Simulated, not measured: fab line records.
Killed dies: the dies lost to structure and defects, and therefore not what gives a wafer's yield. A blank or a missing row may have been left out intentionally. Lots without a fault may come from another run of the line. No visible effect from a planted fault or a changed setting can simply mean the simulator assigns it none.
fab line records | flow n5-finfet
record lots=6 | wafers=17 | last-day=19
route steps=1938 shown BEOL_M13@1661
lots that met no fault: taken from a fault-free run of the same line
start-h: start of the lot's first displayed wafer, in hours after the record's first day | wait-h: how many hours have passed since the lot's step before this one | " unchanged from the row above | L1.1+2: several wafers, shown together as one row | - either no value or no given start | * or withheld: withheld | < > ~ a bound
route shown NAME@n: NAME is a module with steps in the file, n the number in the route of the first one | usual: mean/standard deviation of fault-free wafers | same: alike in all rows | chamber/n: place in a boat | sites: per-site readings | _std_site: the values' standard deviation | _edge_site: mean of outer sites minus mean of inner sites | radius-mm: for every site, how far away it sits from the centre of the wafer | mask NAME#n: copy n | behind: tool/chamber where the wafer was last shaped | hold: cause of the lot's hold/its duration in hours/its outcome | device: the n, p or np transistor that did not switch | end of line: at the end of the route, the tests of the same wafers | where a step has no rows: the recipe by itself | killed: dies lost to structure and defects at the first sort, not the wafer's yield | map: per-die view of a wafer (x killed, . not killed, _ where there is no die)
set.NAME: the setting that was run; set.NAME@STEP: the one run at that earlier step | model.NAME: the simulator's own value behind a step, which no gauge read
lots at some steps of the route; a table a step, a row a wafer
services: when a tool's chamber went out of use (start-h, in hours from the record's first day, below 0 if earlier), for how many hours, and the reason
## steps
# step N5_BEOL_M13_COAT_58
# recipe resist=BARC | temp-c=205 | time-s=60 | spin-rpm=1500 | resist-thk-nm=89
# step N5_BEOL_M13_COAT_04
# recipe spin-rpm=1625 | resist-thk-nm=400
# step N5_BEOL_M13_EBR_06
# recipe solvent=PGMEA | ebr-width-mm=1.5
# step N5_BEOL_M13_SOFTBAKE_05
# recipe temp-c=130 | time-s=60
# step N5_BEOL_M13_EXPOSE_07
# recipe mask-id=V12 | na=0.93 | source-shape=conventional | sigma-outer=0.6 | polarization=unpolarized | attpsm-phase-deg=180 | dose-mj=24.8
# step N5_BEOL_M13_PEB_08
# recipe peb-temp-c=130 | peb-time-s=90
# step N5_BEOL_M13_DEVELOP_09
# recipe develop-time-s=45 | rinse-liquid=diw | dry=air-spin | dev-temp-c=21
# step N5_BEOL_M13_HARDBAKE_14
# recipe temp-c=130 | time-s=120
# step N5_BEOL_M13_CD_MEAS_10
# recipe target-cd-nm=190 | landing-energy-ev=500 | detector=se-inlens | polarity=opening
# usual cd-nm=190.0/1.6
lot.wafer | tool      | chamber | start-h | wait-h | cd-nm
L486.1    | cd-sem-02 | 0       | 311.54  | -      | 189.3
L486.3    | "         | 0       | "       | "      | 189.8
L486.5    | "         | 0       | "       | "      | 189.9
L490.1    | cd-sem-03 | 0       | 326.32  | -      | 188.6
L490.3    | "         | 0       | "       | "      | 187.9
L490.5    | "         | 0       | "       | "      | 187.7
L500.2    | cd-sem-03 | 0       | 396.55  | -      | 191.3
L500.5    | "         | 0       | "       | "      | 193.4
L500.6    | "         | 0       | "       | "      | 192.2
L499.1    | cd-sem-03 | 0       | 397.92  | -      | 190.9
L499.6    | "         | 0       | "       | "      | 190.9
L498.1    | cd-sem-02 | 0       | 399.47  | -      | 190.9
L498.3    | "         | 0       | "       | "      | 190.7
L498.5    | "         | 0       | "       | "      | 193.5
L502.2    | cd-sem-03 | 0       | 415.77  | -      | 191.0
L502.4    | "         | 0       | "       | "      | 191.1
L502.5    | "         | 0       | "       | "      | 191.0
# step N5_BEOL_M13_OVL_MEAS_11
# recipe points-per-wafer=44
# usual V12_OVL=-4/5.2
lot.wafer | tool       | chamber | start-h | wait-h | V12_OVL[nm]
L486.1    | overlay-01 | 0       | 311.57  | 0.0    | -7
L486.3    | "          | 0       | "       | "      | 0
L486.5    | "          | 0       | "       | "      | -3
L490.1    | overlay-02 | 0       | 326.35  | 0.0    | -6
L490.3    | "          | 0       | "       | "      | -6
L490.5    | "          | 0       | "       | "      | -5
L500.2    | overlay-02 | 0       | 396.58  | 0.0    | 4
L500.5    | "          | 0       | "       | "      | 3
L500.6    | "          | 0       | "       | "      | 8
L499.1    | overlay-02 | 0       | 397.95  | 0.0    | -10
L499.6    | "          | 0       | "       | "      | -5
L498.1    | overlay-01 | 0       | 399.50  | 0.0    | 2
L498.3    | "          | 0       | "       | "      | -2
L498.5    | "          | 0       | "       | "      | 4
L502.2    | overlay-01 | 0       | 415.80  | 0.0    | -13
L502.4    | "          | 0       | "       | "      | -5
L502.5    | "          | 0       | "       | "      | -5
# step N5_BEOL_M13_INSPECT_12
# recipe mode=adi | inspect-instrument=macro
# usual raw-defect-count=2.1/1.4
lot.wafer | tool              | chamber | start-h | wait-h | raw-defect-count
L486.1    | defect-inspect-01 | -       | 311.59  | 0.0    | 1
L486.3    | "                 | -       | "       | "      | 3
L486.5    | "                 | -       | "       | "      | 0
L490.1    | defect-inspect-01 | -       | 326.38  | 0.0    | 1
L490.3    | "                 | -       | "       | "      | 5
L490.5    | "                 | -       | "       | "      | 4
L500.2    | defect-inspect-01 | -       | 396.61  | 0.0    | 0
L500.5    | "                 | -       | "       | "      | 1
L500.6    | "                 | -       | "       | "      | 1
L499.1    | defect-inspect-02 | -       | 397.98  | 0.0    | 2
L499.6    | "                 | -       | "       | "      | 2
L498.1    | defect-inspect-01 | -       | 399.52  | 0.0    | 2
L498.3    | "                 | -       | "       | "      | 1
L498.5    | "                 | -       | "       | "      | 0
L502.2    | defect-inspect-01 | -       | 415.82  | 0.0    | 2
L502.4    | "                 | -       | "       | "      | 4
L502.5    | "                 | -       | "       | "      | 2
# step N5_BEOL_M13_DESCUM_15
# recipe chemistry=O2 | time-s=7.9 | source-power-w=50 | bias-power-w=20 | pressure-mtorr=20 | rf-frequency-hz=2.712e+07 | temp-c=40 | o2-flow-sccm=225
# usual drypump-motor-current-A=5.9/0.6 | oes-product-au=0.76/0.064 | rf-vpp-V=242.9/1.2 | showerhead-plenum-p-Torr=2.07/0.064 | throttle-valve-pct=20.50/0.2
lot.wafer | tool        | chamber | start-h | wait-h | drypump-motor-current-A | oes-product-au | rf-hours-counter-h | rf-vpp-V | showerhead-plenum-p-Torr | throttle-valve-pct
L486.1    | rie-diel-04 | 1       | 311.63  | 0.0    | 5.1                     | 0.82           | 76                 | 244.9    | 2.12                     | 20.56
L486.3    | "           | 2       | "       | "      | 5.2                     | 0.67           | 236                | 242.1    | 1.98                     | 20.53
L486.5    | "           | 0       | "       | "      | 5.9                     | 0.86           | -                  | 242.1    | 2.04                     | 20.31
L490.1    | rie-diel-02 | 1       | 326.41  | 0.0    | 6.4                     | 0.70           | 203                | 245.0    | 2.15                     | 20.13
L490.3    | "           | 0       | "       | "      | 5.4                     | 0.81           | 97                 | 244.1    | 2.11                     | 20.29
L490.5    | "           | 1       | "       | "      | 6.4                     | 0.70           | -                  | 244.7    | 2.15                     | 20.13
L500.2    | rie-diel-06 | 2       | 396.67  | 0.1    | 5.7                     | 0.70           | 200                | 241.3    | 1.98                     | 20.56
L500.5    | "           | 0       | "       | "      | 6.5                     | 0.82           | -                  | 243.3    | 2.12                     | 20.38
L500.6    | "           | 2       | "       | "      | 5.7                     | 0.71           | -                  | 241.3    | 1.98                     | 20.57
L499.1    | rie-diel-02 | 0       | 398.01  | 0.0    | 5.4                     | 0.79           | 120                | 243.8    | 2.10                     | 20.33
L499.6    | "           | 0       | "       | "      | 5.4                     | 0.79           | -                  | 243.2    | 2.10                     | 20.33
L498.1    | rie-diel-02 | 3       | 399.56  | 0.0    | 6.8                     | 0.75           | 159                | 243.1    | 2.01                     | 20.90
L498.3    | "           | 1       | "       | "      | 6.4                     | 0.68           | 228                | 244.0    | 2.15                     | 20.17
L498.5    | "           | 3       | "       | "      | 6.8                     | 0.74           | -                  | 241.6    | 2.01                     | 20.91
L502.2    | rie-diel-04 | 2       | 415.86  | 0.0    | 5.2                     | 0.96           | 15                 | 245.2    | 2.24                     | 20.33
L502.4    | "           | 0       | "       | "      | 6.0                     | 0.81           | 103                | 242.6    | 2.02                     | 20.36
L502.5    | "           | 0       | "       | "      | 6.0                     | 0.81           | -                  | 242.9    | 2.02                     | 20.37
# step N5_BEOL_M13_ETCH_59
# recipe chemistry=N2/H2 | target=BARC | target-depth-a=890 | overetch-a=267 | time-s=67.9 | ion-energy-ev=200 | pressure-mtorr=30 | source-w=840 | bias-w=150 | n2-flow-sccm=200 | h2-flow-sccm=200
# usual drypump-motor-current-A=5.9/0.6 | n2-flow-sccm=200.0/0.65 | oes-product-au=0.65/0.049 | rf-vpp-V=523.2/2.3 | showerhead-plenum-p-Torr=2.52/0.079 | throttle-valve-pct=18.00/0.23
lot.wafer | tool        | chamber | start-h | wait-h | drypump-motor-current-A | n2-flow-sccm | oes-product-au | rf-hours-counter-h | rf-vpp-V | showerhead-plenum-p-Torr | throttle-valve-pct | model.coat_of_BEOL_M13_COAT_04.thk-nm
L486.1    | rie-diel-04 | 1       | 311.66  | 0.0    | 5.1                     | 200.3        | 0.69           | 76                 | 524.6    | 2.56                     | 17.93              | 315
L486.3    | "           | 2       | "       | "      | 5.2                     | 201.3        | 0.58           | 236                | 519.4    | 2.39                     | 17.81              | 321.2
L486.5    | "           | 0       | "       | "      | 6.0                     | 200.3        | 0.74           | -                  | 521.2    | 2.47                     | 17.77              | 318
L490.1    | rie-diel-02 | 1       | 326.45  | 0.0    | 6.4                     | 200.0        | 0.61           | 203                | 526.3    | 2.64                     | 17.76              | 319
L490.3    | "           | 0       | "       | "      | 5.4                     | 200.1        | 0.70           | 97                 | 523.8    | 2.57                     | 17.83              | 320.4
L490.5    | "           | 1       | "       | "      | 6.4                     | 200.0        | 0.61           | -                  | 527.0    | 2.64                     | 17.75              | 318.6
L500.2    | rie-diel-06 | 2       | 396.70  | 0.0    | 5.7                     | 201.3        | 0.62           | 200                | 520.1    | 2.42                     | 18.13              | 316.2
L500.5    | "           | 0       | "       | "      | 6.5                     | 200.0        | 0.68           | -                  | 526.2    | 2.57                     | 17.87              | 316.8
L500.6    | "           | 2       | "       | "      | 5.7                     | 200.0        | 0.61           | -                  | 520.5    | 2.42                     | 18.14              | 317
L499.1    | rie-diel-02 | 0       | 398.05  | 0.0    | 5.4                     | 200.3        | 0.69           | 120                | 523.5    | 2.56                     | 17.86              | 320
L499.6    | "           | 0       | "       | "      | 5.4                     | 200.8        | 0.69           | -                  | 523.6    | 2.56                     | 17.85              | 329.8
L498.1    | rie-diel-02 | 3       | 399.59  | 0.0    | 6.8                     | 200.3        | 0.64           | 159                | 519.2    | 2.45                     | 18.51              | 317.4
L498.3    | "           | 1       | "       | "      | 6.4                     | 199.7        | 0.59           | 228                | 526.9    | 2.63                     | 17.79              | 326.2
L498.5    | "           | 3       | "       | "      | 6.8                     | 200.2        | 0.64           | -                  | 520.3    | 2.45                     | 18.50              | 317
L502.2    | rie-diel-04 | 2       | 415.89  | 0.0    | 5.2                     | 199.9        | 0.80           | 15                 | 527.8    | 2.70                     | 17.50              | 316.6
L502.4    | "           | 0       | "       | "      | 6.0                     | 200.9        | 0.71           | 103                | 522.2    | 2.45                     | 17.83              | 316.8
L502.5    | "           | 0       | "       | "      | 6.0                     | 200.3        | 0.71           | -                  | 522.0    | 2.45                     | 17.82              | 316.2
# step N5_BEOL_M13_VIA_ETCH_16
# recipe chemistry=C4F8/O2/Ar | target=SiOC | pressure-mtorr=30 | source-w=3000 | bias-w=700 | Ar_flow_sccm=400 | C4F8_flow_sccm=15 | O2_flow_sccm=8 | he-inner-torr=15 | he-outer-torr=30 | target-depth-a=9217 | time-s=withheld | ion-energy-ev=250 | ends=cleared
# usual C4F8_flow_sccm=14.99/0.049 | drypump-motor-current-A=5.9/0.6 | oes-product-au=0.69/0.056 | rf-vpp-V=664.6/2.8 | showerhead-plenum-p-Torr=3.38/0.092 | throttle-valve-pct=24.24/0.23
lot.wafer | tool        | chamber | start-h | wait-h | C4F8_flow_sccm | drypump-motor-current-A | oes-product-au | rf-vpp-V | showerhead-plenum-p-Torr | throttle-valve-pct | model.coat_of_BEOL_M13_COAT_04.thk-nm
L486.1    | rie-diel-04 | 1       | 311.71  | 0.0    | 15.03          | 5.1                     | 0.75           | 667.1    | 3.43                     | 24.23              | 70.8
L486.3    | "           | 2       | "       | "      | 14.99          | 5.2                     | 0.62           | 661.3    | 3.23                     | 24.18              | 73.2
L486.5    | "           | 0       | "       | "      | 14.95          | 6.0                     | 0.78           | 662.0    | 3.35                     | 24.19              | 62.6
L490.1    | rie-diel-02 | 1       | 326.50  | 0.0    | 15.03          | 6.4                     | 0.64           | 668.7    | 3.50                     | 23.82              | 73.6
L490.3    | "           | 0       | "       | "      | 14.95          | 5.4                     | 0.74           | 666.3    | 3.41                     | 23.91              | 76.6
L490.5    | "           | 1       | "       | "      | 14.99          | 6.4                     | 0.64           | 668.4    | 3.50                     | 23.80              | 63.6
L500.2    | rie-diel-06 | 2       | 396.76  | 0.0    | 14.99          | 5.7                     | 0.65           | 662.3    | 3.24                     | 24.29              | 71.6
L500.5    | "           | 0       | "       | "      | 15.03          | 6.4                     | 0.74           | 666.7    | 3.44                     | 24.09              | 66.8
L500.6    | "           | 2       | "       | "      | 14.99          | 5.6                     | 0.65           | 661.2    | 3.24                     | 24.28              | 66
L499.1    | rie-diel-02 | 0       | 398.10  | 0.0    | 14.99          | 5.4                     | 0.72           | 665.8    | 3.40                     | 23.95              | 75.2
L499.6    | "           | 0       | "       | "      | 15.05          | 5.4                     | 0.72           | 666.2    | 3.40                     | 23.94              | 82.8
L498.1    | rie-diel-02 | 3       | 399.64  | 0.0    | 15.00          | 6.8                     | 0.68           | 661.9    | 3.29                     | 24.71              | 70.8
L498.3    | "           | 1       | "       | "      | 15.02          | 6.4                     | 0.63           | 668.2    | 3.49                     | 23.83              | 80.8
L498.5    | "           | 3       | "       | "      | 14.95          | 6.8                     | 0.67           | 660.4    | 3.29                     | 24.70              | 64.8
L502.2    | rie-diel-04 | 2       | 415.94  | 0.0    | 15.02          | 5.2                     | 0.88           | 671.7    | 3.61                     | 24.01              | 68.2
L502.4    | "           | 0       | "       | "      | 15.02          | 6.0                     | 0.74           | 663.0    | 3.33                     | 24.22              | 62.6
L502.5    | "           | 0       | "       | "      | 14.98          | 6.0                     | 0.74           | 662.4    | 3.33                     | 24.23              | 69
# step N5_BEOL_M13_STRIP_63
# recipe chemistry=N2/H2 | power-w=1000 | temp-c=250 | h2-frac=0.65 | overash-fraction=0.3 | pressure-mtorr=1000 | n2-flow-sccm=1750 | h2-flow-sccm=3250
# usual drypump-motor-current-A=6.08/0.12 | heater-power-w=318/31 | n2-flow-sccm=1750/5.6 | oes-product-au=0.673/0.0051 | strip-time-to-endpoint-s=27.4/1.1
lot.wafer | tool            | chamber | start-h | wait-h | drypump-motor-current-A | heater-power-w | n2-flow-sccm | oes-product-au | rf-hours-counter-h | strip-time-to-endpoint-s
L486.1    | plasma-asher-01 | 0       | 311.95  | -      | 6.25                    | 288            | 1755         | 0.671          | 84                 | 27.9
L486.3    | "               | 0       | "       | "      | 6.23                    | 291            | 1742         | 0.672          | -                  | 28.6
L486.5    | "               | 1       | "       | "      | 5.92                    | 360            | 1749         | 0.660          | -                  | 25.5
L490.1    | plasma-asher-02 | 0       | 327.42  | -      | 5.99                    | 287            | 1750         | 0.683          | 138                | 28.7
L490.3    | "               | 0       | "       | "      | 6.00                    | 297            | 1751         | 0.675          | -                  | 29.6
L490.5    | "               | 1       | "       | "      | 6.13                    | 333            | 1744         | 0.665          | -                  | 25.8
L500.2    | plasma-asher-01 | 1       | 396.99  | -      | 5.98                    | 367            | 1750         | 0.665          | 97                 | 28.1
L500.5    | "               | 1       | "       | "      | 5.92                    | 350            | 1748         | 0.672          | -                  | 26.7
L500.6    | "               | 0       | "       | "      | 6.26                    | 296            | 1737         | 0.669          | -                  | 26.5
L499.1    | plasma-asher-02 | 0       | 398.34  | -      | 6.01                    | 285            | 1749         | 0.673          | 156                | 29.2
L499.6    | "               | 0       | "       | "      | 6.01                    | 288            | 1755         | 0.681          | -                  | 31.3
L498.1    | plasma-asher-02 | 0       | 399.88  | -      | 5.99                    | 294            | 1750         | 0.671          | 157                | 27.9
L498.3    | "               | 0       | "       | "      | 6.00                    | 285            | 1748         | 0.670          | -                  | 30.8
L498.5    | "               | 0       | "       | "      | 6.01                    | 283            | 1745         | 0.670          | -                  | 26.1
L502.2    | plasma-asher-02 | 1       | 416.18  | -      | 6.12                    | 342            | 1752         | 0.673          | 160                | 27.2
L502.4    | "               | 1       | "       | "      | 6.14                    | 332            | 1749         | 0.661          | -                  | 25.4
L502.5    | "               | 0       | "       | "      | 5.97                    | 287            | 1744         | 0.666          | -                  | 27.4
# step N5_BEOL_M13_STRIP_64
# recipe chemistry=N2/H2 | power-w=1000 | temp-c=250 | h2-frac=0.65 | overash-fraction=0.3 | pressure-mtorr=withheld | n2-flow-sccm=1750 | h2-flow-sccm=3250
# usual drypump-motor-current-A=6.08/0.12 | heater-power-w=318/31 | n2-flow-sccm=1749/6 | oes-product-au=0.715/0.0047 | strip-time-to-endpoint-s=31.30/0.061
lot.wafer | tool            | chamber | start-h | wait-h | drypump-motor-current-A | heater-power-w | n2-flow-sccm | oes-product-au | rf-hours-counter-h | strip-time-to-endpoint-s
L486.1    | plasma-asher-01 | 0       | 312.01  | 0.0    | 6.25                    | 281            | 1748         | 0.713          | 84                 | 31.28
L486.3    | "               | 0       | "       | "      | 6.23                    | 288            | 1754         | 0.703          | -                  | 31.26
L486.5    | "               | 1       | "       | "      | 6.01                    | 356            | 1747         | 0.710          | -                  | 31.23
L490.1    | plasma-asher-02 | 0       | 327.48  | 0.0    | 6.02                    | 292            | 1744         | 0.716          | 138                | 31.27
L490.3    | "               | 0       | "       | "      | 5.98                    | 294            | 1748         | 0.707          | -                  | 31.27
L490.5    | "               | 1       | "       | "      | 6.13                    | 350            | 1756         | 0.720          | -                  | 31.23
L500.2    | plasma-asher-01 | 1       | 397.05  | 0.0    | 5.94                    | 358            | 1743         | 0.707          | 97                 | 31.14
L500.5    | "               | 1       | "       | "      | 5.98                    | 354            | 1737         | 0.719          | -                  | 31.16
L500.6    | "               | 0       | "       | "      | 6.26                    | 285            | 1754         | 0.719          | -                  | 31.22
L499.1    | plasma-asher-02 | 0       | 398.40  | 0.0    | 6.00                    | 297            | 1749         | 0.714          | 157                | 31.34
L499.6    | "               | 0       | "       | "      | 6.02                    | 289            | 1744         | 0.713          | -                  | 31.46
L498.1    | plasma-asher-02 | 0       | 399.94  | 0.0    | 6.02                    | 276            | 1759         | 0.707          | 157                | 31.34
L498.3    | "               | 0       | "       | "      | 5.99                    | 288            | 1763         | 0.717          | -                  | 31.29
L498.5    | "               | 0       | "       | "      | 5.97                    | 291            | 1757         | 0.712          | -                  | 31.29
L502.2    | plasma-asher-02 | 1       | 416.24  | 0.0    | 6.15                    | 337            | 1746         | 0.714          | 160                | 31.33
L502.4    | "               | 1       | "       | "      | 6.14                    | 346            | 1743         | 0.704          | -                  | 31.31
L502.5    | "               | 0       | "       | "      | 6.03                    | 288            | 1753         | 0.708          | -                  | 31.27
## services
tool            | chamber | start-h | hours | kind
rie-diel-06     | 3       | 296.14  | 2.1   | repair
plasma-asher-01 | -       | 319.35  | 22.0  | repair
plasma-asher-02 | -       | 325.92  | 1.3   | repair
rie-diel-02     | 2       | 333.65  | 4.7   | repair
rie-diel-04     | 2       | 352.44  | -     | clean
rie-diel-04     | 2       | 352.44  | -     | consumable-replace:focus-ring
rie-diel-04     | 2       | 352.44  | -     | consumable-replace:showerhead
rie-diel-04     | 2       | 352.44  | 16.8  | scheduled-down
rie-diel-04     | 2       | 352.44  | 16.8  | vent-cycle
rie-diel-06     | 1       | 373.44  | -     | clean
rie-diel-06     | 1       | 373.44  | -     | consumable-replace:focus-ring
rie-diel-06     | 1       | 373.44  | 28.9  | scheduled-down
rie-diel-06     | 1       | 373.44  | 28.9  | vent-cycle
rie-diel-02     | 0       | 410.64  | 6.7   | repair
rie-diel-02     | 3       | 411.52  | 9.5   | repair
## key
first-sign step=N5_BEOL_M13_STRIP_63 | reading=strip-time-to-endpoint-s | direction=up | sigmas=3.4 | usual=* | struck=*
effect none on later readings
model-effect step=N5_BEOL_M13_ETCH_59 | value=coat_of_BEOL_M13_COAT_04.thk-nm | without=318.4 | struck=328
model-effect step=N5_BEOL_M13_VIA_ETCH_16 | value=coat_of_BEOL_M13_COAT_04.thk-nm | without=72.1 | struck=81.8
met-at N5_BEOL_M13_ETCH_59
struck-wafers L498.3,L499.6
onset-between 326.45 398.05
fault kind=process-parameter-drift | tool=rie-diel-02 | chamber=- | onset-h=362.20 | steps=N5_BEOL_M13_ETCH_59 | channel=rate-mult | offset=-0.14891 | shape=step | end-h=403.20 | scope=struck-wafers-only
